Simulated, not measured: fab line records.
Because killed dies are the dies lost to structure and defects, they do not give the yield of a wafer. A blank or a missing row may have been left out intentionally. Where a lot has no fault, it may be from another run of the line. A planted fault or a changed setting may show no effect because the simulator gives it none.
Split-lot trial :: flow n5-finfet :: 7 lots, 39 wafers read, on a route of 1938 steps

SPLIT DETAILS
At N5_BEOL_M6_ETCH_66 (etches SOC in N2/H2, target depth 80 nm, overetch 16 nm, time 120 s), the setting target-depth-a was moved away from the recipe's 800 angstrom on 18 of the 39 wafers read, by -48.9% to +54.9%. All remaining wafers had this setting at the recipe value.

The reading is taken at the split's own step.

THE READING
BEOL_M6.cd-nm (the simulator's own value, which no gauge read), in nm, at N5_BEOL_M6_ETCH_66 (etches SOC in N2/H2, target depth 80 nm, overetch 16 nm, time 120 s). No usual value for it is given in the file. Across the 21 wafers here that went through the recipe, the average is 40.0 nm and the standard deviation 0.18 nm.

wafer: L074.1
tool, chamber at the split: rie-diel-06, 2
target-depth-a as run, angstrom: 800
against the recipe: recipe
BEOL_M6.cd-nm, nm: 40
against lot-mates on the recipe: -

wafer: L074.2
tool, chamber at the split: rie-diel-06, 0
target-depth-a as run, angstrom: 1221
against the recipe: +52.6%
BEOL_M6.cd-nm, nm: 41.4
against lot-mates on the recipe: +1.3

wafer: L074.3
tool, chamber at the split: rie-diel-06, 3
target-depth-a as run, angstrom: 1221
against the recipe: +52.6%
BEOL_M6.cd-nm, nm: 41
against lot-mates on the recipe: +0.9

wafer: L074.4
tool, chamber at the split: rie-diel-06, 3
target-depth-a as run, angstrom: 1221
against the recipe: +52.6%
BEOL_M6.cd-nm, nm: 41.4
against lot-mates on the recipe: +1.3

wafer: L074.5
tool, chamber at the split: rie-diel-06, 0
target-depth-a as run, angstrom: 800
against the recipe: recipe
BEOL_M6.cd-nm, nm: 40.2
against lot-mates on the recipe: -

wafer: L074.6
tool, chamber at the split: rie-diel-06, 2
target-depth-a as run, angstrom: 800
against the recipe: recipe
BEOL_M6.cd-nm, nm: 40.2
against lot-mates on the recipe: -

wafer: L077.1
tool, chamber at the split: rie-diel-05, 3
target-depth-a as run, angstrom: 1219
against the recipe: +52.4%
BEOL_M6.cd-nm, nm: 40.8
against lot-mates on the recipe: +0.9

wafer: L077.2
tool, chamber at the split: rie-diel-05, 1
target-depth-a as run, angstrom: 800
against the recipe: recipe
BEOL_M6.cd-nm, nm: 40
against lot-mates on the recipe: -

wafer: L077.3
tool, chamber at the split: rie-diel-05, 0
target-depth-a as run, angstrom: 800
against the recipe: recipe
BEOL_M6.cd-nm, nm: 39.6
against lot-mates on the recipe: -

wafer: L077.4
tool, chamber at the split: rie-diel-05, 2
target-depth-a as run, angstrom: 800
against the recipe: recipe
BEOL_M6.cd-nm, nm: 40
against lot-mates on the recipe: -

wafer: L077.5
tool, chamber at the split: rie-diel-05, 3
target-depth-a as run, angstrom: 1219
against the recipe: +52.4%
BEOL_M6.cd-nm, nm: 40.6
against lot-mates on the recipe: +0.7

wafer: L077.6
tool, chamber at the split: rie-diel-05, 0
target-depth-a as run, angstrom: 1219
against the recipe: +52.4%
BEOL_M6.cd-nm, nm: 40.6
against lot-mates on the recipe: +0.7

wafer: L079.1
tool, chamber at the split: rie-diel-05, 2
target-depth-a as run, angstrom: 800
against the recipe: recipe
BEOL_M6.cd-nm, nm: 40.2
against lot-mates on the recipe: -

wafer: L079.2
tool, chamber at the split: rie-diel-05, 1
target-depth-a as run, angstrom: 408.9
against the recipe: -48.9%
BEOL_M6.cd-nm, nm: 39.2
against lot-mates on the recipe: -0.9

wafer: L079.3
tool, chamber at the split: rie-diel-05, 0
target-depth-a as run, angstrom: 408.9
against the recipe: -48.9%
BEOL_M6.cd-nm, nm: 39
against lot-mates on the recipe: -1.1

wafer: L079.4
tool, chamber at the split: rie-diel-05, 0
target-depth-a as run, angstrom: 800
against the recipe: recipe
BEOL_M6.cd-nm, nm: 40
against lot-mates on the recipe: -

wafer: L079.5
tool, chamber at the split: rie-diel-05, 2
target-depth-a as run, angstrom: 800
against the recipe: recipe
BEOL_M6.cd-nm, nm: 40
against lot-mates on the recipe: -

wafer: L079.6
tool, chamber at the split: rie-diel-05, 1
target-depth-a as run, angstrom: 408.9
against the recipe: -48.9%
BEOL_M6.cd-nm, nm: 39.4
against lot-mates on the recipe: -0.7

wafer: L081.1
tool, chamber at the split: rie-diel-04, 2
target-depth-a as run, angstrom: 602.6
against the recipe: -24.7%
BEOL_M6.cd-nm, nm: 39.8
against lot-mates on the recipe: -0.4

wafer: L081.2
tool, chamber at the split: rie-diel-04, 0
target-depth-a as run, angstrom: 800
against the recipe: recipe
BEOL_M6.cd-nm, nm: 40.4
against lot-mates on the recipe: -

wafer: L081.3
tool, chamber at the split: rie-diel-04, 3
target-depth-a as run, angstrom: 800
against the recipe: recipe
BEOL_M6.cd-nm, nm: 40.2
against lot-mates on the recipe: -

wafer: L081.4
tool, chamber at the split: rie-diel-04, 1
target-depth-a as run, angstrom: 602.6
against the recipe: -24.7%
BEOL_M6.cd-nm, nm: 39.6
against lot-mates on the recipe: -0.6

wafer: L081.5
tool, chamber at the split: rie-diel-04, 1
target-depth-a as run, angstrom: 800
against the recipe: recipe
BEOL_M6.cd-nm, nm: 40
against lot-mates on the recipe: -

wafer: L081.6
tool, chamber at the split: rie-diel-04, 2
target-depth-a as run, angstrom: 602.6
against the recipe: -24.7%
BEOL_M6.cd-nm, nm: 39.8
against lot-mates on the recipe: -0.4

wafer: L083.2
tool, chamber at the split: rie-diel-04, 2,0
target-depth-a as run, angstrom: 800
against the recipe: recipe
BEOL_M6.cd-nm, nm: 39.8
against lot-mates on the recipe: -

wafer: L083.5
tool, chamber at the split: rie-diel-04, 2,0
target-depth-a as run, angstrom: 800
against the recipe: recipe
BEOL_M6.cd-nm, nm: 39.8
against lot-mates on the recipe: -

wafer: L083.6
tool, chamber at the split: rie-diel-04, 1
target-depth-a as run, angstrom: 800
against the recipe: recipe
BEOL_M6.cd-nm, nm: 39.8
against lot-mates on the recipe: -

wafer: L088.1
tool, chamber at the split: rie-diel-06, 0
target-depth-a as run, angstrom: 995.4
against the recipe: +24.4%
BEOL_M6.cd-nm, nm: 40.8
against lot-mates on the recipe: +0.6

wafer: L088.2
tool, chamber at the split: rie-diel-06, 2
target-depth-a as run, angstrom: 800
against the recipe: recipe
BEOL_M6.cd-nm, nm: 40.2
against lot-mates on the recipe: -

wafer: L088.3
tool, chamber at the split: rie-diel-06, 3
target-depth-a as run, angstrom: 995.4
against the recipe: +24.4%
BEOL_M6.cd-nm, nm: 40.6
against lot-mates on the recipe: +0.4

wafer: L088.4
tool, chamber at the split: rie-diel-06, 0
target-depth-a as run, angstrom: 800
against the recipe: recipe
BEOL_M6.cd-nm, nm: 40.2
against lot-mates on the recipe: -

wafer: L088.5
tool, chamber at the split: rie-diel-06, 3
target-depth-a as run, angstrom: 995.4
against the recipe: +24.4%
BEOL_M6.cd-nm, nm: 40.8
against lot-mates on the recipe: +0.6

wafer: L088.6
tool, chamber at the split: rie-diel-06, 2
target-depth-a as run, angstrom: 800
against the recipe: recipe
BEOL_M6.cd-nm, nm: 40.2
against lot-mates on the recipe: -

wafer: L090.1
tool, chamber at the split: rie-diel-05, 1
target-depth-a as run, angstrom: 1239
against the recipe: +54.9%
BEOL_M6.cd-nm, nm: 41
against lot-mates on the recipe: +0.9

wafer: L090.2
tool, chamber at the split: rie-diel-05, 2
target-depth-a as run, angstrom: 800
against the recipe: recipe
BEOL_M6.cd-nm, nm: 40
against lot-mates on the recipe: -

wafer: L090.3
tool, chamber at the split: rie-diel-05, 0
target-depth-a as run, angstrom: 1239
against the recipe: +54.9%
BEOL_M6.cd-nm, nm: 41
against lot-mates on the recipe: +0.9

wafer: L090.4
tool, chamber at the split: rie-diel-05, 3
target-depth-a as run, angstrom: 1239
against the recipe: +54.9%
BEOL_M6.cd-nm, nm: 41
against lot-mates on the recipe: +0.9

wafer: L090.5
tool, chamber at the split: rie-diel-05, 2
target-depth-a as run, angstrom: 800
against the recipe: recipe
BEOL_M6.cd-nm, nm: 40.2
against lot-mates on the recipe: -

wafer: L090.6
tool, chamber at the split: rie-diel-05, 3
target-depth-a as run, angstrom: 800
against the recipe: recipe
BEOL_M6.cd-nm, nm: 40
against lot-mates on the recipe: -
The file does not say which wafer passed through which chamber wherever a row lists several chambers: such a row stands for several wafers.

THE FIT
A straight line over all 39 wafers: BEOL_M6.cd-nm changes by +0.0175 nm for each +1% of target-depth-a; r = +0.93; the points scatter about the line by 0.22 nm.
The same after taking each lot's own level away (the mean of its wafers on the recipe; 39 wafers): +0.0181 nm for each +1%; r = +0.97; scatter 0.14 nm.
According to that fit, moving target-depth-a by its largest amount changes the reading by 0.99 nm.
Measured against the standard deviation above, the lots' own levels, which go from 39.80 to 40.20 nm, span 2.2 times it.
The two slopes are in agreement: the lot-to-lot level therefore moves the slope only a little.
Check: +1 nm against its lot-mates is what the line predicts for one of the wafers moved furthest among these (+54.9%) when that wafer is left out of the fit. It came out at +0.933 nm against them.

THE OTHER SPLITS THESE WAFERS WENT THROUGH
Other splits were also applied to these wafers ahead of the reading. Each is held against what the fit with the lots' levels taken away leaves over:
other split on the same wafers: N5_BEOL_M0_SAQP_CUT_ETCH_46 target-depth-a
wafers away from the commonest value: 12
r with BEOL_M6.cd-nm (lot level and that fit taken away): +0.24

other split on the same wafers: N5_BEOL_M3_ILD_DEP_00 target-thk-a
wafers away from the commonest value: 15
r with BEOL_M6.cd-nm (lot level and that fit taken away): +0.25

THE WHOLE CHAIN: every reading that the file lists as answering this split, in the file's order
step: N5_BEOL_M6_ETCH_66
what it does: etches SOC in N2/H2, target depth 80 nm, overetch 16 nm, time 120 s
reading: SiARC_of_BEOL_M6_COAT_64.thk-nm (the simulator's own value, which no gauge read)
change (the file's fit): -0.0461 nm for each +1% of the setting
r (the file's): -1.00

step: N5_BEOL_M6_ETCH_66
what it does: etches SOC in N2/H2, target depth 80 nm, overetch 16 nm, time 120 s
reading: etch.depth-nm (the simulator's own value, which no gauge read)
change (the file's fit): not straight: 57.11 at the lowest setting, 60.09 at the recipe, 60.25 at the highest
r (the file's): not given

step: N5_BEOL_M6_ETCH_66
what it does: etches SOC in N2/H2, target depth 80 nm, overetch 16 nm, time 120 s
reading: BEOL_M6.cd-nm (the simulator's own value, which no gauge read)
change (the file's fit): +0.0181 nm for each +1% of the setting
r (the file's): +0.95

FILE'S OWN FIT
BEOL_M6.cd-nm changes by +0.0181 nm for each +1% of target-depth-a, r = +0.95.
